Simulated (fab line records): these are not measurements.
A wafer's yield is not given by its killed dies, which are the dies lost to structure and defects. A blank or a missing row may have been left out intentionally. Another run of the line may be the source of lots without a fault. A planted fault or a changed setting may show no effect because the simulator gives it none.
Matching of chambers -- flow nand_harc -- NHARC_A_ZERO_WELL_ETCH_13 on rie_si-01: 4 sister chambers
The step etches the open film in HBr/Cl2, target depth 120 nm, time 40.1 s. 4 wafers are shown with their chamber, then 8 later ones without.

WAFERS WITH THEIR CHAMBER
wafer,chamber,drypump_motor_current_A (A)
L079.5,0,5.6
L079.6,1,5.1
L082.6,2,4.8
L089.2,3,5.9

WAFERS WITH NO CHAMBER GIVEN
wafer,drypump_motor_current_A (A)
L089.3,5.6
L089.6,4.8
L094.1,5.1
L094.3,4.9
L094.4,6.0
L096.1,5.1
L096.3,4.8
L096.6,5.6

WHICH CHAMBER EACH WENT THROUGH
wafer,from the rows above,in truth
L089.3,0,0
L089.6,2,2
L094.1,1,1
L094.3,can't be placed: 2 or 1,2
L094.4,3,3
L096.1,1,1
L096.3,2,2
L096.6,0,0
Correct placement for 7 of the 8. Can't be placed from these rows: 1 (the true chamber is among the candidates in 1). Number placed wrongly: 0.
How it was worked out, from the rows above alone: a wafer's distance from a chamber is the root of the sum, over the readings, of the square of ((its reading less the chamber's mean) divided by the reading's scatter). The wafer belongs to the nearest chamber; if the next one is less than 2 further off, it can't be placed. Each chamber's mean is taken over the wafers shown for it. The scatter (one wafer shown for each chamber): square how far every hidden wafer sits from the nearest shown wafer, average those squares and take the square root.
